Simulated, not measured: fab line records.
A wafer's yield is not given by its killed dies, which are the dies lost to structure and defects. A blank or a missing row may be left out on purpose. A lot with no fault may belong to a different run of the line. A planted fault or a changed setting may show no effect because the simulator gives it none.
fab line records	flow n5Finfet
[record] lots = 5	wafers = 15	lastDay = 18
route steps=1938 shown BEOL_M4@1099 BEOL_M5@1112 BEOL_M13@1706 PASSIVATION@1936
lots that met no fault: from a run of the same line without faults
startH: the number of hours between the record's first day and the start of the first shown wafer of the lot	waitH: hours from the lot's prior step to this one	" the same as in the row above	L1.1+2: a single row standing in for several wafers	- value missing, or start not given	* or withheld: withheld	< > ~ a bound
route shown NAME@n: a module of which the file shows steps, and the number in the route of the first	usual: mean and standard deviation over wafers with no fault	same: alike in all rows	chamber/n: place in a boat	sites: readings site by site	_std_site: their standard deviation	_edge_site: the outer-site mean with the inner-site mean subtracted	radiusMm: how far each site lies from the wafer's centre	mask NAME#n: copy n	behind: the last tool/chamber to shape the wafer	hold: what put the lot on hold/how long, in hours/how the hold closed	device: names the non-switching transistor (n, p or np)	end of line: tests of these same wafers at the route's end	for a step that has no rows: nothing shown but its recipe	killed: dies lost to structure and defects at the first sort, not the wafer's yield	map: dies across one wafer; x = killed, . = not, _ = none there
set.NAME: the setting as run; set.NAME@STEP: as run at that earlier step	model.NAME: the simulator's own value behind a step, which no gauge read
lots at some steps of the route; a table a step, a row a wafer
services: the hour from which a tool's chamber was out of use, counted from the record's first day as startH (under 0 if before that day), plus the number of hours and why
[[steps]]
[step N5_BEOL_M4_ANNEAL_95]
[recipe] tempC = 400	timeS = 240	ambient = vacuum
[step N5_BEOL_M4_SPUTTER_96]
[recipe] material = Cu	targetThkA = 45	tempC = -20	chamberPressurePa = 0.07	powerW = withheld	timeS = 8.29
[step N5_BEOL_M4_ECD_50]
[recipe] material = Cu	targetThkA = 3000
[step N5_BEOL_M4_ANNEAL_51]
[recipe] tempC = 225	timeS = 90	ambient = N2
[step N5_BEOL_M4_CMP_52]
[recipe] stopOn = SiOC	tOverpolishS = 6.8	downForcePsi = 1	platenRpm = 50	clearingPlatenDownForcePsi = 1.5	clearingPlatenRpm = 50	postCmpClean = cuAlkaline	targetThkNm = 40	clearingPlatenPadVelocityMS = 0.99484	padVelocityMS = 0.99484
[step N5_BEOL_M4_PRE_CLEAN_60]
[recipe] gas = NH3/H2	timeS = 15	tempC = *	rfPowerW = 300
[step N5_BEOL_M4_CO_CAP_55]
[recipe] material = Co	targetThkA = 20	tempC = 200	precursor = CCTBA/H2	pressureTorr = 30	timeS = 102.1
[step N5_BEOL_M4_PRE_CLEAN_56]
[recipe] gas = NH3	timeS = 15	tempC = withheld	rfPowerW = 300
[step N5_BEOL_M4_DEP_57]
[recipe] material = SiCN	targetThkA = 80	tempC = withheld	precursor = 3MS/NH3	pressureTorr = 3	rfW = 202	timeS = 14
[step N5_BEOL_M4_RC_MEAS_101]
[usual] DIBL_N = 35.9/1.4	DIBL_P = 35.9/1.7	IOFF_N = 0.160/0.026	IOFF_P = 0.21/0.036	ION_N = 672/11	ION_P = 461/8.1	SS_N = 71.4/0.54	SS_P = 73.2/0.67	VT_N = 249.3/2.7	VT_P = -250/3.9
lot.wafer	tool	chamber	startH	waitH	DIBL_N[mV/V]	DIBL_P[mV/V]	IOFF_N[nA/um]	IOFF_P[nA/um]	ION_N[uA/um]	ION_P[uA/um]	SS_N[mV/dec]	SS_P[mV/dec]	VT_N[mV]	VT_P[mV]
L296.2	prober-01	0	173.06	0.2	33.3	32.8	0.111	0.18	655	460	70.6	72.5	255.3	-251
L296.3	"	0	"	"	36.3	35.6	0.164	0.21	663	455	71.6	73.4	250.1	-249
L296.6	"	0	"	"	37.9	37.8	0.186	0.25	670	467	72.3	74.5	246.5	-247
L308.1	prober-01	0	250.32	0.0	37.1	36.1	0.182	0.25	678	466	71.1	74.1	247.4	-245
L308.3	"	0	"	"	38.1	37.9	0.199	0.26	676	465	72.3	74.0	247.2	-247
L308.5	"	0	"	"	36.6	36.7	0.176	0.25	686	471	71.2	73.4	247.0	-246
L307.3	prober-02	0	250.35	0.3	38.5	39.2	0.206	0.25	698	473	72.6	73.8	246.2	-249
L307.4	"	0	"	"	34.6	34.6	0.135	0.18	671	457	71.3	72.2	251.0	-253
L307.6	"	0	"	"	36.9	37.0	0.165	0.21	685	468	71.8	72.7	248.2	-251
L310.1	prober-02	0	254.92	0.0	33.2	33.0	0.127	0.14	662	451	70.4	72.6	252.5	-257
L310.3	"	0	"	"	35.3	35.4	0.143	0.15	667	451	71.1	73.0	251.1	-258
L310.5	"	0	"	"	34.4	34.5	0.135	0.15	663	450	71.1	72.9	250.8	-258
L318.2	prober-02	0	316.42	0.2	39.0	40.0	0.214	0.25	680	464	72.3	74.7	247.5	-248
L318.3	"	0	"	"	38.4	39.7	0.194	0.24	668	459	71.7	74.4	249.7	-250
L318.5	"	0	"	"	35.8	36.9	0.151	0.19	663	456	71.6	73.2	252.8	-254
[step N5_BEOL_M5_ILD_DEP_00]
[recipe] material = SiCOH_lowk	targetThkA = 1406.4	tempC = 300	precursor = DEMS/porogen	pressureTorr = 5	rfW = 500	timeS = 25.9
[step N5_BEOL_M5_CURE_79]
[recipe] tempC = 385	timeS = 240	ambient = He/Ar	material = SiCOH_lowk
[step N5_BEOL_M5_PECVD_70]
[recipe] material = SiO2	targetThkA = 160	tempC = 400	precursor = TEOS/O2	pressureTorr = 5.5	rfW = 450	teosFlowSccm = 53.8	gas = O2	flowSccm = 3000	timeS = 18
[step N5_BEOL_M5_HM_DEP_02]
[recipe] material = TiN	targetThkA = 200	tempC = 25	chamberPressurePa = 0.49996
[step N5_BEOL_M5_COAT_59]
[recipe] resist = SOC	tempC = 250	timeS = 60	spinRpm = 1500	resistThkNm = 60
[step N5_BEOL_M5_COAT_60]
[recipe] resist = SiARC	tempC = 220	timeS = 60	spinRpm = 1500	resistThkNm = 12
[step N5_BEOL_M5_COAT_71]
[recipe] resist = underlayer	tempC = 205	timeS = 60	spinRpm = 1500	resistThkNm = 5
[step N5_BEOL_M5_COAT_05]
[recipe] resist = CAR-EUV	spinRpm = 1500	resistThkNm = 30
[step N5_BEOL_M5_EBR_07]
[recipe] solvent = PGMEA	ebrWidthMm = 1.5
[step N5_BEOL_M5_SOFTBAKE_06]
[recipe] tempC = 110	timeS = 60	resist = CAR-EUV
[step N5_BEOL_M5_EXPOSE_08]
[recipe] maskId = M5	na = 0.33	sourceShape = annular	sigmaInner = 0.4	sigmaOuter = 0.8	polarization = unpolarized	targetCdNm = 28	doseMj = 35.75
[step N5_BEOL_M5_PEB_09]
[recipe] pebTempC = 100	pebTimeS = 60	resist = CAR-EUV
[step N5_BEOL_M5_DEVELOP_10]
[recipe] developTimeS = 30	developer = TMAH	resist = CAR-EUV	rinseLiquid = surfactantRinse	dry = airSpin	devTempC = 23
[step N5_BEOL_M5_DESCUM_16]
[recipe] chemistry = O2	timeS = 7	sourcePowerW = 50	biasPowerW = 20	pressureMtorr = 20	rfFrequencyHz = 2.712e+07	tempC = 40	resist = CAR-EUV	o2FlowSccm = 225
[step N5_BEOL_M5_ETCH_72]
[recipe] chemistry = N2/H2	target = underlayer	targetDepthA = 65	maskMaterial = CAR-EUV	timeS = 5.2	ionEnergyEv = 200	pressureMtorr = 30	sourceW = 840	biasW = 150	n2FlowSccm = 200	h2FlowSccm = 200	ends = cleared
[step N5_BEOL_M5_ETCH_61]
[recipe] chemistry = CF4	target = SiARC	targetDepthA = 156	maskMaterial = CAR-EUV	timeS = 26	ionEnergyEv = 80	pressureMtorr = 40	sourceW = 545	biasW = 36	Ar_flow_sccm = 100	cf4FlowSccm = 100	ends = cleared
[step N5_BEOL_M5_ETCH_62]
[recipe] chemistry = N2/H2	target = SOC	targetDepthA = 750	overetchA = 150	maskMaterial = SiARC	tempC = 40	timeS = 112.5	ionEnergyEv = 200	pressureMtorr = 30	sourceW = 840	biasW = 150	n2FlowSccm = 200	h2FlowSccm = 200
[step N5_BEOL_M5_STRIP_63]
[recipe] chemistry = N2/H2	tempC = 40	n2FlowSccm = 200	h2FlowSccm = 200	rfFrequencyHz = 6e+07
[step N5_BEOL_M5_STRIP_73]
[recipe] chemistry = N2/H2	tempC = 40	n2FlowSccm = 200	h2FlowSccm = 200	rfFrequencyHz = 6e+07
[step N5_BEOL_M5_STRIP_64]
[recipe] chemistry = CF4	resist = SiARC	powerW = 300	biasPowerW = 75	pressureMtorr = 50	cf4FlowSccm = 150	rfFrequencyHz = 6e+07
[step N5_BEOL_M5_HM_OPEN_17]
[recipe] chemistry = Cl2/BCl3	targetDepthA = 200	overetchA = 60	target = TiN	maskMaterial = SOC	ionEnergyEv = 150	pressureMtorr = 10	icpW = 1000	biasW = 126	Cl2_flow_sccm = 53.25	bcl3FlowSccm = 21.75	Ar_flow_sccm = 25
[step N5_BEOL_M5_STRIP_19]
[recipe] chemistry = O2	powerW = 400	tempC = 40	pressureMtorr = 30	rfFrequencyHz = 6e+07	biasPowerW = 0	overashFraction = 0.2	o2FlowSccm = 225
[step N5_BEOL_M5_COAT_65]
[recipe] resist = SOC	tempC = 250	timeS = 60	spinRpm = 1500	resistThkNm = 60
[step N5_BEOL_M5_COAT_66]
[recipe] resist = SiARC	tempC = 220	timeS = 60	spinRpm = 1500	resistThkNm = 12
[step N5_BEOL_M13_SPUTTER_44]
[recipe] material = Ta	targetThkA = 100	tempC = 50	biasV = 80	powerW = 15000	chamberPressurePa = 0.07	timeS = 16.13
[usual] biasV = 80.0/0.8	cathodeDcPowerW = 15000/2.3	substrateTempC = 50.00/0.12	throttleValvePct = 30.1/1.4
lot.wafer	tool	chamber	startH	waitH	biasV	cathodeDcPowerW	substrateTempC	throttleValvePct
L296.2	pvdSputter-02	-	247.05	0.0	78.5	15001	50.13	32.5
L296.3	"	-	"	"	82.2	15000	49.96	31.0
L296.6	"	-	"	"	79.5	15002	50.25	29.1
L307.3	pvdSputter-02	-	316.04	0.0	-	-	-	-
L307.4	"	-	"	"	-	-	-	-
L307.6	"	-	"	"	-	-	-	-
L308.1	pvdSputter-02	-	324.09	0.0	-	-	-	-
L308.3	"	-	"	"	-	-	-	-
L308.5	"	-	"	"	-	-	-	-
L310.1	pvdSputter-02	-	324.87	0.0	-	-	-	-
L310.3	"	-	"	"	-	-	-	-
L310.5	"	-	"	"	-	-	-	-
L318.2	pvdSputter-02	-	403.88	0.0	78.7	15000	50.04	28.4
L318.3	"	-	"	"	78.9	15001	49.97	29.1
L318.5	"	-	"	"	80.1	15000	49.87	28.5
[step N5_BEOL_M13_CMP_49]
[recipe] stopOn = SiOC	tOverpolishS = 17.1	downForcePsi = 1	platenRpm = 50	clearingPlatenDownForcePsi = 1.5	clearingPlatenRpm = 50	postCmpClean = cuAlkaline	targetThkNm = 420	clearingPlatenPadVelocityMS = 0.99484	padVelocityMS = 0.99484
[usual] barrierFieldEndpointS = 30.5/0.85	headPressurePsi = 1.0002/0.0021	motorCurrentA = 5.9/0.77	slurryFlowMlMin = 150.0/0.44
lot.wafer	tool	chamber	startH	waitH	barrierFieldEndpointS	headPressurePsi	motorCurrentA	slurryFlowMlMin	model.Cu_of_BEOL_M13_ECD_47.thkNm
L296.3	cmp-04	1	247.87	0.2	30.5	1.0038	6.4	149.7	414.8
L296.2	"	2	"	"	30.7	1.0009	6.8	149.9	416.8
L296.6	"	1	"	"	30.3	1.0016	6.6	149.7	419.8
L307.4	cmp-04	2	316.77	0.2	18.1	1.0022	6.9	150.1	433.6
L307.3	"	3	"	"	19.3	0.9997	4.7	149.3	432
L307.6	"	0	"	"	18.7	1.0044	4.7	149.9	437.6
L308.1	cmp-01	2	324.78	0.3	17.2	1.0027	6.1	150.0	429.2
L308.3	"	3	"	"	18.2	0.9999	5.1	150.2	434.6
L308.5	"	1	"	"	17.7	0.9972	5.4	150.4	437.6
L310.3	cmp-04	3	325.56	0.2	19.5	0.9999	5.0	150.4	426.8
L310.1	"	0	"	"	18.1	0.9997	5.1	149.8	434.8
L310.5	"	2	"	"	18.5	1.0004	6.8	149.8	426.2
L318.2	cmp-01	3	404.64	0.3	30.4	1.0009	5.2	149.8	416.8
L318.3	"	1	"	"	30.1	1.0019	5.2	149.0	415.6
L318.5	"	3	"	"	29.7	0.9996	5.7	150.1	420.4
[step N5_PASSIVATION_PROBE_49]
[usual] defectLimitedYield = 90.9/1.5	killed_at_M0_to_M3 = 35/10	killed_at_M4_up = 14/5.2	killedAtContacts = 13/7.3	killedAtFrontEnd = 42/12	killedAtOther = 3.4/2.5	killedDies = 108/18	killedOnRim = 14/4.2	killedOpen = 70/13	killedShort = 35/8	sort_bin_5_function = 5.4/1	sort_bin_6_memory = 3.4/0.71	sortNPass = 1072/18	sortYieldPct = 90.9/1.5
[same] grossDies = 1180	killedAtBackSide = 0	sort_bin_4_leakage[%] = 0	sort_bin_8_speed[%] = 0
lot.wafer	tool	chamber	startH	waitH	defectLimitedYield[%]	killed_at_M0_to_M3	killed_at_M4_up	killedAtContacts	killedAtFrontEnd	killedAtOther	killedDies	killedOnRim	killedOpen	killedShort	sort_bin_5_function[%]	sort_bin_6_memory[%]	sortNPass	sortYieldPct[%]
L296.2	prober-01	-	272.18	0.1	92.8	27	8	13	33	4	85	7	53	29	4.5	2.7	1095	92.8
L296.3	prober-01	-	272.23	0.1	90.9	31	19	12	42	3	107	15	76	30	6.2	2.7	1073	90.9
L296.6	prober-01	-	272.38	0.3	92.7	25	8	8	43	2	86	13	53	29	4.8	1.9	1094	92.7
L307.3	prober-01	-	346.39	0.1	81.9	19	129	11	49	6	214	17	74	35	14.8	3.1	966	81.9
L307.4	prober-01	-	346.44	0.2	81.4	32	142	7	34	4	219	48	62	29	15.2	2.9	961	81.4
L307.6	prober-01	-	346.54	0.3	83.3	25	123	5	39	5	197	16	58	23	13.9	2.0	983	83.3
L310.1	prober-02	-	361.42	0.0	79.7	41	123	12	60	4	240	52	73	55	15.2	4.2	940	79.7
L310.3	prober-02	-	361.52	0.1	82.3	38	108	13	48	2	209	12	76	38	14.2	3.3	971	82.3
L310.5	prober-02	-	361.62	0.2	83.5	28	127	2	35	3	195	46	41	37	14.5	1.9	985	83.5
L308.1	prober-01	-	366.35	0.0	80.2	31	131	16	56	0	234	48	74	41	16.0	3.1	946	80.2
L308.3	prober-01	-	366.45	0.1	80.1	25	126	8	72	4	235	58	81	38	15.8	3.9	945	80.1
L308.5	prober-01	-	366.55	0.2	81.2	23	142	14	40	3	222	59	64	31	15.5	3.1	958	81.2
// killed by level:class
L296.2 MOL_CONTACT_COAG:geometricParticle:open=11 STI_FIN_REVEAL:geometricParticle:open=7 BEOL_M2:geometricParticle:open=7 BEOL_M0_SAQP:geometricParticle:short=6 BEOL_M0_SAQP:geometricParticle:open=4 DUMMY_GATE:geometricParticle:open=4 BEOL_M4:geometricParticle:open=4 PASS1_CAP:geometricParticle:short=4
L296.3 STI_FIN_REVEAL:geometricParticle:open=12 MOL_CONTACT_COAG:geometricParticle:open=10 BEOL_M1:geometricParticle:open=7 FIN_SAQP:geometricParticle:open=6 BEOL_M0_SAQP:geometricParticle:short=6 BEOL_M0:geometricParticle:open=6 BEOL_M5:geometricParticle:open=6 BEOL_M2:geometricParticle:open=5
L296.6 FIN_SAQP:geometricParticle:open=6 STI_FIN_REVEAL:geometricParticle:open=6 GATE_CUT:geometricParticle:short=6 MOL_CONTACT_COAG:geometricParticle:open=6 BEOL_M2:geometricParticle:open=6 FIN_SAQP:geometricParticle:short=5 DUMMY_GATE:geometricParticle:open=5 BEOL_M0_SAQP:geometricParticle:short=5
L307.3 BEOL_M13:areaSputter=104 DUMMY_GATE:geometricParticle:open=12 BEOL_M4:geometricParticle:open=10 STI_FIN_REVEAL:geometricParticle:open=9 FIN_SAQP:geometricParticle:open=7 FIN_SAQP:geometricParticle:short=7 MOL_CONTACT_COAG:geometricParticle:open=7 BEOL_M0:geometricParticle:open=6
L307.4 BEOL_M13:areaSputter=124 FIN_SAQP:geometricParticle:short=9 BEOL_M1:geometricParticle:open=8 BEOL_M4:geometricParticle:open=7 MOL_CONTACT_COAG:geometricParticle:open=6 BEOL_M2:geometricParticle:open=6 FIN_SAQP:geometricParticle:open=5 STI_FIN_REVEAL:geometricParticle:open=4
L307.6 BEOL_M13:areaSputter=108 FIN_SAQP:geometricParticle:open=8 BEOL_M1:geometricParticle:open=7 BEOL_M4:geometricParticle:open=6 HKMG_FIN:areaEtch=6 BEOL_M0:geometricParticle:open=5 STARTING-WAFER:geometricParticle:open=5 FIN_SAQP:geometricParticle:short=4
L310.1 BEOL_M13:areaSputter=106 FIN_SAQP:geometricParticle:short=16 BEOL_M0_SAQP:geometricParticle:short=11 MOL_CONTACT_COAG:geometricParticle:open=10 BEOL_M0_SAQP:geometricParticle:open=9 STI_FIN_REVEAL:geometricParticle:open=9 BEOL_M4:geometricParticle:open=9 DUMMY_GATE:geometricParticle:open=5
L310.3 BEOL_M13:areaSputter=94 FIN_SAQP:geometricParticle:open=11 MOL_CONTACT_COAG:geometricParticle:open=11 FIN_SAQP:geometricParticle:short=10 STI_FIN_REVEAL:geometricParticle:open=10 BEOL_M3:geometricParticle:open=9 BEOL_M0_SAQP:geometricParticle:short=7 BEOL_M2:geometricParticle:open=6
L310.5 BEOL_M13:areaSputter=114 FIN_SAQP:geometricParticle:short=9 BEOL_M2:geometricParticle:open=8 BEOL_M0_SAQP:geometricParticle:short=7 STI_FIN_REVEAL:geometricParticle:open=6 BEOL_M0_SAQP:geometricParticle:open=6 BEOL_M4:geometricParticle:open=6 STARTING-WAFER:geometricParticle:short=4
L308.1 BEOL_M13:areaSputter=115 FIN_SAQP:geometricParticle:short=23 FIN_SAQP:geometricParticle:open=15 MOL_CONTACT_COAG:geometricParticle:open=12 BEOL_M2:geometricParticle:open=12 BEOL_M3:geometricParticle:open=7 BEOL_M8:geometricParticle:open=5 BEOL_M0_SAQP:geometricParticle:open=5
L308.3 BEOL_M13:areaSputter=116 STI_FIN_REVEAL:geometricParticle:open=23 FIN_SAQP:geometricParticle:short=12 DUMMY_GATE:geometricParticle:open=11 FIN_SAQP:geometricParticle:open=7 MOL_CONTACT_COAG:geometricParticle:open=7 BEOL_M2:geometricParticle:open=5 BEOL_M0_SAQP:geometricParticle:open=4
L308.5 BEOL_M13:areaSputter=126 MOL_CONTACT_COAG:geometricParticle:open=11 BEOL_M3:geometricParticle:open=10 STI_FIN_REVEAL:geometricParticle:open=9 FIN_SAQP:geometricParticle:open=7 FIN_SAQP:geometricParticle:short=5 BEOL_M4:geometricParticle:open=5 DUMMY_GATE:geometricParticle:open=4
// map L307.4 (x killed, . not)
_________________....x.......________________
______________.x................_____________
___________....x.x.x.............x.__________
__________..x....x..........x......._________
________.x..x...........x...x......x.._______
_______..x............x.........x.xx...______
______xx..x..........x.................._____
_____x.........x..x...x..................____
____.xx.x.................................___
___x.x...x.....x.........x............x....__
___x.xx...xx..x......x.............x.......__
__x..x.........x...x.....x...x.............._
__xxxxx...x.........x..x.x.................._
_x.....x..x....x.....xx............x.........
_x..x..x.............x.........x.............
_.......x...x...x..xx........x......x........
_xx.xx...x..x.......x.............x.x....x...
_xxxxxx...x......x...................x.......
_xxxx....x...................................
_..xxxx.........x............................
_.x..x.xx.xxxx.......x.......................
__x.x..x...................x..............x._
__xxx..xxx...........................x......_
___x.xx.x.x...xx..x...x.....x....x.........__
___..xxxx.x....x....x......x....x..........__
____.xxx...x.....x....xx....x.............___
_____xxx..xx..x...........x.x.......x....____
______xx.xx.......x.............x......._____
_______.x.x..xx....x.x..............x..______
________xxxxxxx....xx.........xx......_______
__________x..x.xx.xx................_________
___________xx.x....xx.....xx.....xx__________
______________..x.xx.x...xx....._____________
_________________.xxxxxx.x.xx________________
// map L308.3 (x killed, . not)
_________________...x......x.________________
______________..xxx.........xx.x_____________
___________x..x.x..x........x.x.x..__________
__________..x.....x...x.x....x..xxxx_________
________.....x....x............x..xx.x_______
_______...x.................x..xx......______
______x....................x....x.x..x.x_____
_____......x...x....xx..........x....xxxx____
____........................x.x..xx..x..xx___
___..x....xxx..x..............x..xx..x.xx.x__
___x.......x...x....x.x...x............x.xx__
__.x............x..x.x.x...x.......xx...xxxx_
__x.x..x.......x...................x....x.xx_
_x..x.....x...x.........x........x.....x.x.x.
_..x...................x..............xx.x.xx
_..x.........................x..x....x.xx.x..
_...................x.................xx...xx
_.........x.....................x.....xxxxxxx
_..x.........x...........x...x....x.......xxx
_.x......x................x.x.x..........x...
_x............x..x...x..x...........x...xx.xx
__..xx......x....................x..x..xx..x_
__...x..x..x.......x.x.......x.x....xx..xxxx_
___..................x.....x...........xxxx__
___...x.............x.....x..x...x..x...x.x__
____.x.....x..x.....x..x.........x.....xx.___
_____...................x...x........x..x____
______.x...........x.........x....xxxxxx_____
_______.......x...........x.x...xx.x...______
________........x......x...........x.._______
__________......x.................xx_________
___________.....................x.x__________
______________......x.....x...xx_____________
_________________x...xx......________________
[[services]]
tool	chamber	startH	hours	kind
cmp-01	-	256.07	10.5	repair
cmp-04	-	265.44	5.6	pm
cmp-04	-	302.21	1.7	repair
pvdSputter-02	-	335.00	4.1	repair
cmp-01	-	358.16	0.3	repair
cmp-01	-	377.67	0.8	repair
cmp-01	-	399.24	2.6	repair
[[key]]
[firstSign] step = N5_BEOL_M13_SPUTTER_44	reading = toolRecord	direction = missing
[effect] step = N5_BEOL_M13_CMP_49	reading = barrierFieldEndpointS	direction = down	sigmas = 14	usual = 30.5	struck = 18.4
[effect] step = N5_PASSIVATION_PROBE_49	reading = killed_at_M4_up	direction = up	sigmas = 22	usual = 14	struck = 128
[modelEffect] step = N5_BEOL_M13_CMP_49	value = Cu_of_BEOL_M13_ECD_47.thkNm	without = 422.4	struck = 432.5
[moreKillsBornAt] N5_BEOL_M13_SPUTTER_44@pvdSputter-02 = 1009
metAt N5_BEOL_M13_SPUTTER_44
struckWafers L307.3,L307.4,L307.6,L308.1,L308.3,L308.5,L310.1,L310.3,L310.5
onsetBetween 247.05 316.04
[fault] kind = skippedStepWhole	tool = pvdSputter-02	chamber = -	onsetH = 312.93	steps = N5_BEOL_M13_SPUTTER_44	scope = struckLotsOnly
